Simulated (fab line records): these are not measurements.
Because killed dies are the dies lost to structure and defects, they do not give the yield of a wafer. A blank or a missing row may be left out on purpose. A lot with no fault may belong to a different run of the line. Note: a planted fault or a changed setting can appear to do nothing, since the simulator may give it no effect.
Which tool did it? ; flow nandHarc ; 11 lots, 33 wafers sampled, at 6 steps of a route of 1159

WHAT THE GAUGES SHOWED, per wafer
NHARC_P_M1_THK_MEAS_24: measures by xrf.
lot;measured;on;thkNm (nm)
L837;day 6 16:35;filmMetro-01;157.6 156.8 154.5
L838;day 6 20:41;filmMetro-02;158.9 156.9 159.3
L839;day 7 02:20;filmMetro-01;155.0 156.2 158.6
L841;day 7 10:45;filmMetro-02;157.8 156.3 155.0
L846;day 8 05:54;filmMetro-02;157.9 159.5 156.3
L849;day 9 09:10;filmMetro-02;157.0 159.5 158.7
L850;day 9 15:01;filmMetro-01;158.2 157.3 158.6
L854;day 10 09:32;filmMetro-02;155.9 158.7 155.9
L858;day 11 07:26;filmMetro-01;155.8 155.8 155.8
L857;day 11 09:59;filmMetro-01;157.1 157.2 159.4
L860;day 11 22:53;filmMetro-02;156.2 158.0 158.5

NHARC_P_M2_OVL_MEAS_10: pitch 340 nm.
lot;measured;on;overlayXNm (nm);overlayYNm (nm)
L837;day 6 18:14;overlay-01;0.0 -0.2 0.2;0.0 0.0 -0.4
L838;day 6 22:10;overlay-02;0.4 0.8 0.6;-0.9 -0.9 -0.6
L839;day 7 03:57;overlay-02;0.1 0.6 0.7;0.4 0.1 -0.3
L841;day 7 12:15;overlay-01;-0.1 0.2 0.2;1.1 0.9 1.1
L846;day 8 07:38;overlay-02;-0.7 -0.6 -0.6;-0.2 0.4 0.4
L849;day 9 11:32;overlay-02;-1.6 -0.6 -0.5;1.6 0.9 1.0
L850;day 9 16:39;overlay-01;-1.1 -0.8 -0.1;0.7 0.4 0.5
L854;day 10 11:17;overlay-02;0.4 0.8 0.5;0.5 -0.1 1.0
L858;day 11 09:11;overlay-01;0.9 0.5 0.8;2.2 2.3 2.6
L857;day 11 11:29;overlay-01;-0.2 -0.4 -0.5;0.4 0.5 0.0
L860;day 12 00:32;overlay-02;-0.1 -0.8 -0.8;0.1 -0.2 -0.7

NHARC_P_M2_INSPECT_11.
lot;measured;on;rawDefectCount
L837;day 6 18:17;defectInspect-01;4 6 1
L838;day 6 22:13;defectInspect-01;8 8 10
L839;day 7 03:59;defectInspect-02;4 6 3
L841;day 7 12:17;defectInspect-02;6 10 11
L846;day 8 07:41;defectInspect-01;3 9 4
L849;day 9 11:34;defectInspect-01;736 5 707
L850;day 9 16:41;defectInspect-01;4 7 706
L854;day 10 11:19;defectInspect-02;6 1 3
L858;day 11 09:14;defectInspect-01;5 5 1
L857;day 11 11:31;defectInspect-02;2 3 4
L860;day 12 00:34;defectInspect-01;4 11 5

NHARC_END_SORT_01.
lot;measured;on;defectLimitedYield (%);killedAtArray;killedAtOther;killedAtPeriphery;killedDies;killedOpen;killedShort;sort_bin_2_pct (%);sort_bin_3_pct (%);sort_bin_4_pct (%);sortNPass;sortRimYieldPct (%);sortYieldPct (%)
L849;day 22 18:38;prober-01;84.5 96.9 85.5;19 18 13;0 1 0;86 2 85;105 21 98;7 3 4;1 1 4;6.1 1.2 6.1;4.73 0.15 3.55;4.7 1.8 4.9;572 656 579;84 96 85;84.5 96.9 85.5
L850;day 22 10:02;prober-01;95.0 96.0 83.0;24 20 24;1 1 3;9 6 88;34 27 115;5 2 3;3 3 2;1.8 0.9 6.8;0.15 0.30 3.84;3.1 2.8 6.4;643 650 562;91 91 83;95.0 96.0 83.0

EACH LOT AND THE TOOL THAT RAN IT (in order: tool; ch and the chambers of the sampled wafers; start)
lot;NHARC_P_M1_DEP_33;NHARC_P_M2_ETCH_35
L837;pecvd-03 ch 0,1,2, day 6 16:54;rieDiel-05 ch 0,1,3, day 6 18:27
L838;pecvd-02 ch 1,2, day 6 20:59;rieDiel-09 ch 1,2,3, day 6 22:21
L839;pecvd-03 ch 1,2, day 7 02:38;rieDiel-05 ch 1,2, day 7 04:08
L841;pecvd-03 ch 0,1, day 7 11:09;rieDiel-05 ch 0,1,3, day 7 12:27
L846;pecvd-03 ch 0,1,2, day 8 06:17;rieDiel-05 ch 0,3, day 8 07:50
L849;pecvd-03 ch 1,2, day 9 09:34;rieDiel-05 ch 2,3, day 9 11:43
L850;pecvd-03 ch 0,1,2, day 9 15:19;rieDiel-05 ch 0,2,3, day 9 16:50
L854;pecvd-02 ch 1,2, day 10 09:53;rieDiel-05 ch 2,3, day 10 11:28
L858;pecvd-02 ch 0,1,2, day 11 07:51;rieDiel-05 ch 0,3, day 11 09:22
L857;pecvd-01 ch 1,2, day 11 10:17;rieDiel-05 ch 0,2,3, day 11 11:40
L860;pecvd-01 ch 0,1,2, day 11 23:12;rieDiel-05 ch 1,3, day 12 00:43
- NHARC_P_M1_DEP_33: deposits SiCN, target thk 30 nm.
- NHARC_P_M2_ETCH_35: etches the open film in N2/H2, target depth 40 nm, overetch 12 nm, time 43.94 s.

WHAT THE TOOLS THEMSELVES READ (means of the sampled wafers that have a number; where no wafer has one, the mark that the record gives instead)
NHARC_P_M1_DEP_33.
lot;tool;heaterPowerW (W)
L837;pecvd-03;580
L838;pecvd-02;648
L839;pecvd-03;518
L841;pecvd-03;552
L846;pecvd-03;570
L849;pecvd-03;570
L850;pecvd-03;539
L854;pecvd-02;664
L858;pecvd-02;549
L857;pecvd-01;638
L860;pecvd-01;620

NHARC_P_M2_ETCH_35.
lot;tool;biasW (W);drypumpMotorCurrentA (A);h2FlowSccm (sccm);oesProductAu (a.u.);rfVppV (V);showerheadPlenumPTorr (Torr);throttleValvePct (%)
L837;rieDiel-05;149.8;5.4;150.1;1.002;430.3;2.04;14.166
L838;rieDiel-09;150.0;5.4;149.9;0.997;431.4;2.07;14.184
L839;rieDiel-05;150.1;5.8;149.9;0.995;429.9;2.01;14.177
L841;rieDiel-05;150.0;5.4;150.1;1.005;430.7;2.03;14.169
L846;rieDiel-05;149.6;5.2;150.3;1.002;431.2;2.04;14.177
L849;rieDiel-05;149.5;5.5;149.9;1.008;433.7;2.15;14.169
L850;rieDiel-05;149.9;5.4;150.3;1.006;431.0;2.09;14.177
L854;rieDiel-05;150.1;5.5;150.5;1.010;433.4;2.15;14.180
L858;rieDiel-05;150.2;5.2;150.1;1.004;432.4;2.10;14.177
L857;rieDiel-05;149.9;5.4;150.1;1.004;431.6;2.09;14.159
L860;rieDiel-05;150.0;5.4;150.1;1.017;431.5;2.09;14.170

THE ANSWER, worked out from the rows above alone
Rule: the lots themselves supply what counts as usual. Put in order of their means at a reading, lots are off if they are a third of the lots or fewer, leave a main group of 4 or more, and stand apart from it by a gap of 3 or more times the standard deviation of the main group's means; of several such gaps the widest counts. Not used: any main group whose means are identical at the precision the tables above print for the reading. Also off: a lot with no number at a reading for which 4 or more lots have one. Any other lot the step has rows for is counted as sound. The gauges are gone through in route order, then the tools' own readings, and for those a lot's mean is taken as printed above. At the first step where some lot is off, the reading lying furthest off is the one used; lots without a number count as furthest.
Off at NHARC_P_M2_INSPECT_11 (rawDefectCount): L849, L850. The main group has a mean of 5.3 with a standard deviation of 2.2.
If a tool, at a process step before that reading, ran all the lots that are off and no sound lot after the first of them, it fits. Gauges at NHARC_P_M2_INSPECT_11: tried the same way as those tools. One candidate fits, namely pecvd-03 at NHARC_P_M1_DEP_33. A fault onset in the window from L846 (day 8 06:17, its last sound lot) to L849 (day 9 09:34, its first lot off) fits.

WHAT HAD BEEN PUT IN BY THE SIMULATOR
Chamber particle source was pecvd-03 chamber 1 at NHARC_P_M1_DEP_33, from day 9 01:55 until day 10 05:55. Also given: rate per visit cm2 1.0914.
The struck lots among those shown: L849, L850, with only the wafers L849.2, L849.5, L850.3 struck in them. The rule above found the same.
